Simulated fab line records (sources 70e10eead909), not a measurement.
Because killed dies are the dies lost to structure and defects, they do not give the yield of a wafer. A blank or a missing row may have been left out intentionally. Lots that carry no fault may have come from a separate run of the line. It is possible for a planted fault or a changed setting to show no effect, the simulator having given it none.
The tool behind it: which one? / flow nand_harc / 33 wafers from 11 lots sampled at 4 of the route's 1159 steps

== WHAT THE GAUGES READ, wafer by wafer ==
NHARC_A_ZERO_WELL_INSPECT_17.
lot=L701; measured=day 7 03:18; on=defect_inspect-02; raw_defect_count=14 8 13
lot=L702; measured=day 7 16:03; on=defect_inspect-01; raw_defect_count=2 12 3
lot=L704; measured=day 7 16:40; on=defect_inspect-01; raw_defect_count=3 8 6
lot=L706; measured=day 8 16:54; on=defect_inspect-02; raw_defect_count=1 9 3
lot=L709; measured=day 9 15:07; on=defect_inspect-02; raw_defect_count=10 6 9
lot=L710; measured=day 9 18:16; on=defect_inspect-02; raw_defect_count=8 6 31
lot=L714; measured=day 10 10:08; on=defect_inspect-01; raw_defect_count=366 399 353
lot=L716; measured=day 10 17:27; on=defect_inspect-01; raw_defect_count=17 6 12
lot=L720; measured=day 11 14:22; on=defect_inspect-01; raw_defect_count=3 2 12
lot=L719; measured=day 11 14:46; on=defect_inspect-02; raw_defect_count=396 371 382
lot=L722; measured=day 12 11:53; on=defect_inspect-01; raw_defect_count=6 9 7

== WHAT TOOL EACH LOT RAN ON (gives the tool, then ch and the chambers of the sampled wafers, and finally the start) ==
lot=L701; NHARC_P_BONDPAD_DESCUM_11=rie_diel-09 ch 0,1,2, day 6 21:47; NHARC_P_BONDPAD_ETCH_24=rie_diel-09 ch 1,2,3, day 7 01:05 or earlier; NHARC_A_ZERO_WELL_PRECLEAN_00=wet_bench-05 ch 3,5,7, day 7 01:05
lot=L702; NHARC_P_BONDPAD_DESCUM_11=rie_diel-09 ch 0,2,3, day 7 10:43; NHARC_P_BONDPAD_ETCH_24=rie_diel-09 ch 0,1,2, day 7 13:57 or earlier; NHARC_A_ZERO_WELL_PRECLEAN_00=wet_bench-05 ch 0,6,7, day 7 13:57
lot=L704; NHARC_P_BONDPAD_DESCUM_11=rie_diel-09 ch 1,2, day 7 11:15; NHARC_P_BONDPAD_ETCH_24=rie_diel-09 ch 0,1,2, day 7 14:26 or earlier; NHARC_A_ZERO_WELL_PRECLEAN_00=wet_bench-05 ch 0,3,7, day 7 14:26
lot=L706; NHARC_P_BONDPAD_DESCUM_11=rie_diel-09 ch 1,2,3, day 8 11:34; NHARC_P_BONDPAD_ETCH_24=rie_diel-09 ch 0,3, day 8 14:42 or earlier; NHARC_A_ZERO_WELL_PRECLEAN_00=wet_bench-05 ch 0,6,7, day 8 14:42
lot=L709; NHARC_P_BONDPAD_DESCUM_11=rie_diel-02 ch 0,2, day 9 09:40; NHARC_P_BONDPAD_ETCH_24=rie_diel-09 ch 1,2, day 9 12:55 or earlier; NHARC_A_ZERO_WELL_PRECLEAN_00=wet_bench-05 ch 0,3,6, day 9 12:55
lot=L710; NHARC_P_BONDPAD_DESCUM_11=rie_diel-08 ch 0,1,2, day 9 12:49; NHARC_P_BONDPAD_ETCH_24=rie_diel-09 ch 0,2,3, day 9 16:01 or earlier; NHARC_A_ZERO_WELL_PRECLEAN_00=wet_bench-06 ch 2,4,5, day 9 16:01
lot=L714; NHARC_P_BONDPAD_DESCUM_11=rie_diel-08 ch 1,2,3, day 10 04:29; NHARC_P_BONDPAD_ETCH_24=rie_diel-08 ch 1,2,3, day 10 08:00 or earlier; NHARC_A_ZERO_WELL_PRECLEAN_00=wet_bench-05 ch 3,4,7, day 10 08:00
lot=L716; NHARC_P_BONDPAD_DESCUM_11=rie_diel-08 ch 1,2,3, day 10 12:02; NHARC_P_BONDPAD_ETCH_24=rie_diel-09 ch 0,2, day 10 15:14 or earlier; NHARC_A_ZERO_WELL_PRECLEAN_00=wet_bench-02 ch 0,1,7, day 10 15:14
lot=L720; NHARC_P_BONDPAD_DESCUM_11=rie_diel-09 ch 0,1, day 11 09:01; NHARC_P_BONDPAD_ETCH_24=rie_diel-02 ch 0,1, day 11 12:08 or earlier; NHARC_A_ZERO_WELL_PRECLEAN_00=wet_bench-06 ch 1,4,5, day 11 12:08
lot=L719; NHARC_P_BONDPAD_DESCUM_11=rie_diel-09 ch 0,1, day 11 09:22; NHARC_P_BONDPAD_ETCH_24=rie_diel-09 ch 0,2,3, day 11 12:32 or earlier; NHARC_A_ZERO_WELL_PRECLEAN_00=wet_bench-05 ch 0,3,4, day 11 12:32
lot=L722; NHARC_P_BONDPAD_DESCUM_11=rie_diel-09 ch 0,2,3, day 12 06:15; NHARC_P_BONDPAD_ETCH_24=rie_diel-09 ch 0,3, day 12 09:25 or earlier; NHARC_A_ZERO_WELL_PRECLEAN_00=wet_bench-06 ch 1,3,4, day 12 09:25
- NHARC_P_BONDPAD_DESCUM_11: chemistry O2, time 3 s.
- NHARC_P_BONDPAD_ETCH_24: etches the open film in CF4/N2, target depth 30 nm, time 72.99 s.
- NHARC_A_ZERO_WELL_PRECLEAN_00: cleans in SPM, time 600 s.

== THE ANSWER, worked out from the rows above alone ==
Rule: the lots themselves supply what counts as usual. The widest of any qualifying gaps counts: lots, ordered by their means at a reading, are off when they make up no more than a third of the lots, leave a main group of 4 or more, and stand apart from it by 3 or more times the standard deviation of that group's means. If all means in a main group match to the digits the tables above print for the reading, that group is not used. A lot without any number at a reading at which 4 lots or more have one is off too. The other lots that the step has rows for count as sound.
Off, at NHARC_A_ZERO_WELL_INSPECT_17 on raw_defect_count: L714, L719. The main group: mean 8, standard deviation 3.4.
If a tool, at a process step before that reading, ran all the lots that are off and no sound lot after the first of them, it fits. The gauges at NHARC_A_ZERO_WELL_INSPECT_17 are tried like those tools. NHARC_P_BONDPAD_ETCH_24: start missing for some lots; hours and lot order therefore follow NHARC_A_ZERO_WELL_PRECLEAN_00. One candidate fits, namely wet_bench-05 at NHARC_A_ZERO_WELL_PRECLEAN_00. Its last sound lot is L709 (day 9 12:55), its first lot that is off L714 (day 10 08:00): a fault that began between those two fits.

== WHAT THE SIMULATOR HAD PUT IN ==
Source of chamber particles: wet_bench-05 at NHARC_A_ZERO_WELL_PRECLEAN_00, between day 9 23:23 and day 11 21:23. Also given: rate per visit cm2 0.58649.
Struck lots among those shown: L714, L719. The same result came from the rule above.
